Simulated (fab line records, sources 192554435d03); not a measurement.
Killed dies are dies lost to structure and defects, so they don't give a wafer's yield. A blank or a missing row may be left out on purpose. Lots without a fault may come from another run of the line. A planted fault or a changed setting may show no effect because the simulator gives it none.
Which tool did it? | flow n5_finfet | 14 lots, 42 wafers sampled, at 7 steps of a route of 1938

WHAT THE GAUGES READ, wafer by wafer
N5_BEOL_M0_SAQP_CD_MEAS_25: target cd 13.1 nm. Usual: cd_nm 12.82 nm, standard deviation 0.22.
lot  | measured     | on        | cd_nm (nm)        | flag
L586 | day 5 16:17  | cd_sem-03 | 12.88 12.85 12.73 |
L587 | day 5 18:19  | cd_sem-01 | 12.79 12.98 12.87 |
L588 | day 6 02:06  | cd_sem-01 | 12.93 13.33 12.56 |
L589 | day 6 05:25  | cd_sem-03 | 12.69 12.89 12.80 |
L591 | day 6 19:32  | cd_sem-03 | 12.76 12.53 12.71 |
L592 | day 7 04:42  | cd_sem-01 | 12.75 12.76 12.87 |
L593 | day 7 12:29  | cd_sem-02 | 12.37 12.65 12.65 |
L596 | day 7 21:34  | cd_sem-02 | 13.05 12.98 12.50 |
L597 | day 8 04:24  | cd_sem-03 | 13.00 12.99 12.66 |
L599 | day 8 20:12  | cd_sem-02 | - - -             | OFF
L600 | day 9 02:39  | cd_sem-03 | - - -             | OFF
L601 | day 9 12:02  | cd_sem-01 | 12.73 12.64 12.85 |
L606 | day 10 17:46 | cd_sem-01 | 12.91 13.03 12.81 |
L609 | day 11 04:57 | cd_sem-02 | 12.95 12.97 12.50 |

N5_BEOL_M4_RC_MEAS_101. Usual: DIBL_N 36.2 mV/V, standard deviation 1.6; DIBL_P 36.5 mV/V, standard deviation 1.9; IOFF_N 0.158 nA/um, standard deviation 0.027; IOFF_P 0.21 nA/um, standard deviation 0.038; ION_N 675 uA/um, standard deviation 12; ION_P 464 uA/um, standard deviation 8.9; SS_N 71.5 mV/dec, standard deviation 0.61; SS_P 73.4 mV/dec, standard deviation 0.59; VT_N 250.4 mV, standard deviation 3; VT_P -250 mV, standard deviation 3.6.
lot  | measured     | on        | DIBL_N (mV/V)  | DIBL_P (mV/V)  | IOFF_N (nA/um)    | IOFF_P (nA/um) | ION_N (uA/um) | ION_P (uA/um) | SS_N (mV/dec)  | SS_P (mV/dec)  | VT_N (mV)         | VT_P (mV)      | flag
L586 | day 7 23:20  | prober-02 | 34.3 36.1 36.9 | 35.5 38.0 38.7 | 0.138 0.161 0.184 | 0.19 0.24 0.25 | 668 682 688   | 457 466 465   | 70.9 71.5 72.0 | 72.3 72.9 73.2 | 252.3 252.3 249.9 | -251 -251 -246 |
L587 | day 7 20:24  | prober-01 | 37.7 36.3 38.5 | 38.5 36.5 39.0 | 0.175 0.146 0.194 | 0.26 0.22 0.27 | 683 676 683   | 474 472 468   | 72.3 71.1 72.0 | 74.0 73.0 74.1 | 251.0 251.9 247.4 | -247 -250 -245 |
L588 | day 8 02:20  | prober-01 | 35.1 34.4 34.1 | 35.1 34.7 33.3 | 0.140 0.130 0.114 | 0.18 0.18 0.16 | 670 663 656   | 458 461 449   | 71.4 70.9 71.2 | 73.4 73.1 72.0 | 250.7 255.0 254.7 | -254 -254 -255 |
L589 | day 8 17:38  | prober-01 | 36.9 38.4 36.7 | 36.6 37.3 35.5 | 0.154 0.171 0.148 | 0.22 0.22 0.20 | 666 669 670   | 461 461 458   | 72.4 71.9 71.7 | 73.5 74.1 72.9 | 254.4 251.4 253.9 | -251 -252 -252 |
L591 | day 9 00:47  | prober-02 | 37.8 37.4 35.7 | 36.5 37.5 34.7 | 0.156 0.165 0.122 | 0.20 0.21 0.17 | 672 676 653   | 455 462 452   | 70.3 71.3 70.5 | 73.7 73.5 72.9 | 252.7 248.5 254.3 | -250 -248 -253 |
L592 | day 9 10:29  | prober-01 | 37.8 38.4 39.3 | 37.8 38.4 39.3 | 0.168 0.180 0.192 | 0.21 0.22 0.24 | 684 689 680   | 461 461 463   | 72.0 71.5 71.3 | 73.6 74.4 74.3 | 253.7 249.0 251.1 | -250 -250 -253 |
L593 | day 9 19:01  | prober-01 | 34.9 34.2 36.7 | 34.8 34.6 37.9 | 0.129 0.121 0.165 | 0.20 0.19 0.25 | 673 665 685   | 465 461 474   | 71.5 71.3 72.1 | 73.4 72.7 73.2 | 255.7 254.4 248.9 | -249 -251 -245 |
L596 | day 10 01:27 | prober-01 | 35.0 35.1 34.2 | 35.7 35.6 33.3 | 0.139 0.144 0.128 | 0.19 0.20 0.17 | 672 683 671   | 468 468 462   | 71.4 71.3 70.5 | 73.3 72.9 73.1 | 252.1 252.2 254.2 | -252 -251 -252 |
L597 | day 10 11:46 | prober-01 | 34.9 36.5 38.2 | 35.8 37.3 39.0 | 0.142 0.175 0.209 | 0.19 0.20 0.25 | 671 691 705   | 463 464 474   | 70.5 70.8 72.8 | 73.5 73.8 73.6 | 251.0 245.7 246.5 | -250 -251 -246 |
L601 | day 12 11:15 | prober-02 | 37.1 38.5 34.4 | 37.4 39.3 34.7 | 0.173 0.206 0.120 | 0.23 0.26 0.17 | 671 692 666   | 463 472 460   | 72.1 72.1 70.2 | 73.3 73.4 72.3 | 249.0 246.0 255.4 | -249 -246 -254 |
L606 | day 13 19:52 | prober-02 | 38.4 37.6 37.1 | 36.8 36.5 35.7 | 0.179 0.163 0.161 | 0.26 0.25 0.22 | 673 666 658   | 468 467 457   | 72.1 72.0 72.8 | 73.3 74.1 73.2 | 249.6 249.4 253.0 | -247 -247 -247 |
L609 | day 14 01:01 | prober-01 | 38.4 36.2 36.0 | 38.9 36.3 35.3 | 0.223 0.157 0.158 | 0.30 0.23 0.21 | 690 666 675   | 478 461 461   | 73.0 71.9 71.6 | 74.6 73.7 72.9 | 246.9 252.2 252.8 | -245 -248 -252 |

WHICH TOOL RAN EACH LOT (tool, then ch and the chambers of the sampled wafers, then the start)
lot  | N5_MOL_CONTACT_COAG_VIA_ETCH_117   | N5_BEOL_M0_SAQP_PECVD_00       | N5_BEOL_M0_SAQP_PECVD_04       | N5_BEOL_M0_SAQP_HM_DEP_111     | N5_BEOL_M0_SAQP_HM_OPEN_112
L586 | rie_diel-05 ch 0,1,2, day 5 07:20  | pecvd-02 ch 1,2, day 5 11:50   | pecvd-04 ch 0,1,2, day 5 13:34 | pecvd-03 ch 0,1,2, day 5 13:42 | rie_diel-01 ch 0,2,3, day 5 14:26
L587 | rie_diel-05 ch 1,2, day 5 08:15    | pecvd-03 ch 0,2, day 5 14:50   | pecvd-04 ch 1,2, day 5 15:44   | pecvd-04 ch 0,2, day 5 15:52   | rie_diel-03 ch 1,3, day 5 16:35
L588 | rie_diel-02 ch 0,1, day 5 18:29    | pecvd-04 ch 1,2, day 5 22:58   | pecvd-04 ch 0,2, day 5 23:51   | pecvd-04 ch 0,1, day 5 23:59   | rie_diel-06 ch 0,2,3, day 6 00:43
L589 | rie_diel-02 ch 1,2, day 5 21:23    | pecvd-03 ch 1,2, day 6 01:58   | pecvd-02 ch 1,2, day 6 03:04   | pecvd-04 ch 0,1,2, day 6 03:12 | rie_diel-01 ch 1,2, day 6 03:56
L591 | rie_diel-04 ch 1,3, day 6 10:08    | pecvd-02 ch 0,1,2, day 6 14:38 | pecvd-04 ch 1,2, day 6 17:18   | pecvd-04 ch 0,1, day 6 17:28   | rie_diel-06 ch 0,1,2, day 6 18:10
L592 | rie_diel-05 ch 0,1,3, day 6 19:16  | pecvd-03 ch 0,1,2, day 6 23:58 | pecvd-03 ch 0,1,2, day 7 02:03 | pecvd-02 ch 1,2, day 7 02:11   | rie_diel-01 ch 2,3, day 7 03:07
L593 | rie_diel-04 ch 0,1,3, day 7 03:57  | pecvd-02 ch 0,2, day 7 08:41   | pecvd-03 ch 0,1,2, day 7 10:01 | pecvd-02 ch 0,1,2, day 7 10:09 | rie_diel-03 ch 0,3, day 7 10:53
L596 | rie_diel-05 ch 0,1,2, day 7 11:25  | pecvd-03 ch 0,2, day 7 17:49   | pecvd-02 ch 0,1,2, day 7 19:15 | pecvd-03 ch 0,2, day 7 19:25   | rie_diel-03 ch 0,3, day 7 20:01
L597 | rie_diel-04 ch 2,3, day 7 20:12    | pecvd-02 ch 1,2, day 8 01:11   | pecvd-04 ch 0,2, day 8 02:18   | pecvd-03 ch 0,2, day 8 02:26   | rie_diel-03 ch 0,1,3, day 8 03:02
L599 | rie_diel-05 ch 0,1,3, day 8 07:44  | pecvd-04 ch 0,2, day 8 12:36   | pecvd-04 ch 0,1,2, day 8 13:47 | pecvd-03 ch 1,2, day 8 13:55   | rie_diel-01 ch 1,3, day 8 14:31
L600 | rie_diel-05 ch 1,2,3, day 8 17:18  | pecvd-03 ch 0,1,2, day 8 21:47 | pecvd-04 ch 0,1, day 8 23:10   | pecvd-03 ch 1,2, day 8 23:18   | rie_diel-03 ch 1,2, day 9 00:01
L601 | rie_diel-05 ch 0,1,2, day 9 04:34  | pecvd-02 ch 0,2, day 9 09:02   | pecvd-03 ch 0,1, day 9 09:48   | pecvd-04 ch 0,1,2, day 9 09:56 | rie_diel-06 ch 1,2, day 9 10:40
L606 | rie_diel-04 ch 0,1, day 10 09:23   | pecvd-03 ch 1,2, day 10 14:31  | pecvd-03 ch 0,2, day 10 15:09  | pecvd-04 ch 0,1, day 10 15:18  | rie_diel-06 ch 1,2, day 10 16:02
L609 | rie_diel-02 ch 0,1,3, day 10 20:47 | pecvd-04 ch 0,2, day 11 01:43  | pecvd-04 ch 0,2, day 11 02:43  | pecvd-03 ch 0,2, day 11 02:52  | rie_diel-03 ch 0,1, day 11 03:35
- N5_MOL_CONTACT_COAG_VIA_ETCH_117: etches SiO2 in C4F6/O2, target depth 40 nm, overetch 8 nm, time 26 s.
- N5_BEOL_M0_SAQP_PECVD_00: deposits SiCN from 3MS/NH3, target thk 8 nm, time 14 s.
- N5_BEOL_M0_SAQP_PECVD_04: deposits a-Si from SiH4/He, target thk 60 nm, time 60.2 s.
- N5_BEOL_M0_SAQP_HM_DEP_111: deposits SiO2 from SiH4/N2O, target thk 12 nm, time 7.2 s.
- N5_BEOL_M0_SAQP_HM_OPEN_112: chemistry CHF3/O2, target SiO2, stops on a-Si, target depth 12 nm, time 13.5 s.

WHAT THE TOOLS THEMSELVES READ (means of the sampled wafers that have a number; where no wafer has one, the mark that the record gives instead)
N5_MOL_CONTACT_COAG_VIA_ETCH_117. Usual: bias_w 454.9 W, standard deviation 1.4; drypump_motor_current_A 5.8 A, standard deviation 0.47; oes_product_au 0.73 a.u., standard deviation 0.076; rf_vpp_V 1593 V, standard deviation 27; showerhead_plenum_p_Torr 2.86 Torr, standard deviation 0.089; throttle_valve_pct 40.89 %, standard deviation 0.28.
lot  | tool        | bias_w (W) | drypump_motor_current_A (A) | oes_product_au (a.u.) | rf_vpp_V (V) | showerhead_plenum_p_Torr (Torr) | throttle_valve_pct (%) | flag
L586 | rie_diel-05 | 455.4      | 6.0                         | 0.77                  | 1573         | 2.83                            | 41.05                  |
L587 | rie_diel-05 | 454.3      | 6.0                         | 0.75                  | 1579         | 2.83                            | 41.14                  |
L588 | rie_diel-02 | 453.2      | 5.6                         | 0.71                  | 1618         | 2.77                            | 40.61                  |
L589 | rie_diel-02 | 455.6      | 5.9                         | 0.78                  | 1557         | 2.94                            | 40.47                  |
L591 | rie_diel-04 | 454.2      | 5.7                         | 0.76                  | 1604         | 2.90                            | 40.88                  |
L592 | rie_diel-05 | 454.7      | 5.5                         | 0.80                  | 1585         | 2.86                            | 41.05                  |
L593 | rie_diel-04 | 455.5      | 5.7                         | 0.68                  | 1615         | 2.87                            | 40.80                  |
L596 | rie_diel-05 | 453.3      | 6.0                         | 0.74                  | 1574         | 2.82                            | 41.08                  |
L597 | rie_diel-04 | 454.6      | 6.2                         | 0.64                  | 1595         | 2.87                            | 41.14                  |
L599 | rie_diel-05 | 454.2      | 5.5                         | 0.78                  | 1585         | 2.85                            | 41.07                  |
L600 | rie_diel-05 | 454.5      | 5.8                         | 0.72                  | 1582         | 2.90                            | 41.14                  |
L601 | rie_diel-05 | 454.1      | 6.0                         | 0.72                  | 1573         | 2.82                            | 41.09                  |
L606 | rie_diel-04 | 454.2      | 5.3                         | 0.78                  | 1616         | 2.84                            | 40.66                  |
L609 | rie_diel-02 | 454.6      | 5.6                         | 0.73                  | 1618         | 2.82                            | 40.70                  |

N5_BEOL_M0_SAQP_PECVD_00. Usual: showerhead_plenum_p_Torr 3.660 Torr, standard deviation 0.012; throttle_valve_pct 9.0 %, standard deviation 0.44.
lot  | tool     | showerhead_plenum_p_Torr (Torr) | throttle_valve_pct (%) | flag
L586 | pecvd-02 | 3.673                           | 9.2                    |
L587 | pecvd-03 | 3.661                           | 8.5                    |
L588 | pecvd-04 | 3.658                           | 9.2                    |
L589 | pecvd-03 | 3.654                           | 8.9                    |
L591 | pecvd-02 | 3.661                           | 9.1                    |
L592 | pecvd-03 | 3.659                           | 8.9                    |
L593 | pecvd-02 | 3.661                           | 9.4                    |
L596 | pecvd-03 | 3.666                           | 8.6                    |
L597 | pecvd-02 | 3.675                           | 8.9                    |
L599 | pecvd-04 | 3.668                           | 9.2                    |
L600 | pecvd-03 | 3.650                           | 8.8                    |
L601 | pecvd-02 | 3.661                           | 9.3                    |
L606 | pecvd-03 | 3.664                           | 8.7                    |
L609 | pecvd-04 | 3.665                           | 9.0                    |

N5_BEOL_M0_SAQP_PECVD_04. Usual: heater_power_w 635 W, standard deviation 78; showerhead_plenum_p_Torr 5.65 Torr, standard deviation 0.042; throttle_valve_pct 18.1 %, standard deviation 0.78.
lot  | tool     | heater_power_w (W) | showerhead_plenum_p_Torr (Torr) | throttle_valve_pct (%) | flag
L586 | pecvd-04 | 612                | 5.66                            | 18.5                   |
L587 | pecvd-04 | 563                | 5.63                            | 18.3                   |
L588 | pecvd-04 | 575                | 5.68                            | 18.7                   |
L589 | pecvd-02 | 785                | 5.67                            | 17.6                   |
L591 | pecvd-04 | 542                | 5.63                            | 18.2                   |
L592 | pecvd-03 | 633                | 5.63                            | 17.6                   |
L593 | pecvd-03 | 591                | 5.63                            | 17.6                   |
L596 | pecvd-02 | 693                | 5.67                            | 18.5                   |
L597 | pecvd-04 | 611                | 5.68                            | 18.7                   |
L599 | pecvd-04 | 567                | 5.65                            | 18.5                   |
L600 | pecvd-04 | 617                | 5.63                            | 18.5                   |
L601 | pecvd-03 | 655                | 5.61                            | 18.0                   |
L606 | pecvd-03 | 622                | 5.66                            | 17.2                   |
L609 | pecvd-04 | 594                | 5.69                            | 17.5                   |

N5_BEOL_M0_SAQP_HM_DEP_111. Usual: chamber_pressure_Torr 0.7502 Torr, standard deviation 0.0016; heater_power_outer_w 475 W, standard deviation 71; heater_power_w 778 W, standard deviation 100; showerhead_plenum_p_Torr 8.10 Torr, standard deviation 0.12.
lot  | tool     | chamber_pressure_Torr (Torr) | heater_power_outer_w (W) | heater_power_w (W) | showerhead_plenum_p_Torr (Torr) | flag
L586 | pecvd-03 | 0.7490                       | 452                      | 761                | 8.04                            |
L587 | pecvd-04 | 0.7491                       | 467                      | 746                | 8.19                            |
L588 | pecvd-04 | 0.7492                       | 483                      | 767                | 8.08                            |
L589 | pecvd-04 | 0.7504                       | 436                      | 718                | 8.12                            |
L591 | pecvd-04 | 0.7506                       | 452                      | 723                | 8.08                            |
L592 | pecvd-02 | 0.7515                       | 616                      | 1000               | 8.24                            |
L593 | pecvd-02 | 0.7494                       | 524                      | 861                | 8.16                            |
L596 | pecvd-03 | 0.7514                       | 522                      | 844                | 8.05                            |
L597 | pecvd-03 | 0.7494                       | 477                      | 796                | 8.13                            |
L599 | pecvd-03 | -                            | -                        | -                  | -                               | OFF
L600 | pecvd-03 | -                            | -                        | -                  | -                               | OFF
L601 | pecvd-04 | 0.7496                       | 443                      | 719                | 8.11                            |
L606 | pecvd-04 | 0.7497                       | 454                      | 736                | 8.01                            |
L609 | pecvd-03 | 0.7499                       | 492                      | 800                | 8.12                            |

N5_BEOL_M0_SAQP_HM_OPEN_112. Usual: bias_w 170.0 W, standard deviation 0.49; drypump_motor_current_A 5.7 A, standard deviation 0.56; oes_product_au 0.52 a.u., standard deviation 0.06; rf_vpp_V 525 V, standard deviation 14; showerhead_plenum_p_Torr 2.42 Torr, standard deviation 0.064; throttle_valve_pct 18.77 %, standard deviation 0.25.
lot  | tool        | bias_w (W) | drypump_motor_current_A (A) | oes_product_au (a.u.) | rf_vpp_V (V) | showerhead_plenum_p_Torr (Torr) | throttle_valve_pct (%) | flag
L586 | rie_diel-01 | 170.0      | 5.7                         | 0.52                  | 514          | 2.40                            | 18.97                  |
L587 | rie_diel-03 | 170.0      | 5.6                         | 0.58                  | 519          | 2.47                            | 18.67                  |
L588 | rie_diel-06 | 170.3      | 5.6                         | 0.55                  | 536          | 2.40                            | 18.65                  |
L589 | rie_diel-01 | 170.0      | 5.2                         | 0.49                  | 516          | 2.47                            | 18.77                  |
L591 | rie_diel-06 | 169.7      | 5.4                         | 0.52                  | 521          | 2.36                            | 18.73                  |
L592 | rie_diel-01 | 169.6      | 5.9                         | 0.50                  | 514          | 2.35                            | 18.89                  |
L593 | rie_diel-03 | 169.9      | 6.1                         | 0.45                  | 533          | 2.47                            | 18.80                  |
L596 | rie_diel-03 | 170.6      | 6.1                         | 0.45                  | 532          | 2.47                            | 18.81                  |
L597 | rie_diel-03 | 170.5      | 5.9                         | 0.50                  | 525          | 2.47                            | 18.76                  |
L599 | rie_diel-01 | 169.6      | 5.2                         | 0.27                  | 517          | 2.42                            | 18.78                  | OFF
L600 | rie_diel-03 | 169.9      | 6.3                         | 0.29                  | 524          | 2.40                            | 18.87                  | OFF
L601 | rie_diel-06 | 169.6      | 5.0                         | 0.54                  | 522          | 2.37                            | 18.53                  |
L606 | rie_diel-06 | 170.0      | 5.0                         | 0.50                  | 515          | 2.37                            | 18.72                  |
L609 | rie_diel-03 | 170.2      | 6.0                         | 0.58                  | 524          | 2.45                            | 18.53                  |

THE ANSWER, worked out from the rows above alone
Rule: a lot is off if the mean of its wafers that have a number lies more than 3 standard deviations from the usual mean. A lot without any number at a reading at which 4 lots or more have one is off too. The other lots that the step has rows for count as sound. The gauges are gone through in route order, then the tools' own readings, and for those a lot's mean is taken as printed above. The first step at which some lot is off is used, and at that step the reading that is off furthest; a lot without a number counts as furthest.
Off: L599, L600, at N5_BEOL_M0_SAQP_CD_MEAS_25 (cd_nm). Without a number there: L599, L600.
A tool fits if, at a process step before that reading, it ran every lot that is off, and no sound lot after the first of them. The gauges at N5_BEOL_M0_SAQP_CD_MEAS_25 aren't tried: what is off there is off at N5_BEOL_M0_SAQP_HM_DEP_111 too, on other tools, and a gauge's error can't cause that. None of those tried fits.

WHAT THE SIMULATOR HAD PUT IN
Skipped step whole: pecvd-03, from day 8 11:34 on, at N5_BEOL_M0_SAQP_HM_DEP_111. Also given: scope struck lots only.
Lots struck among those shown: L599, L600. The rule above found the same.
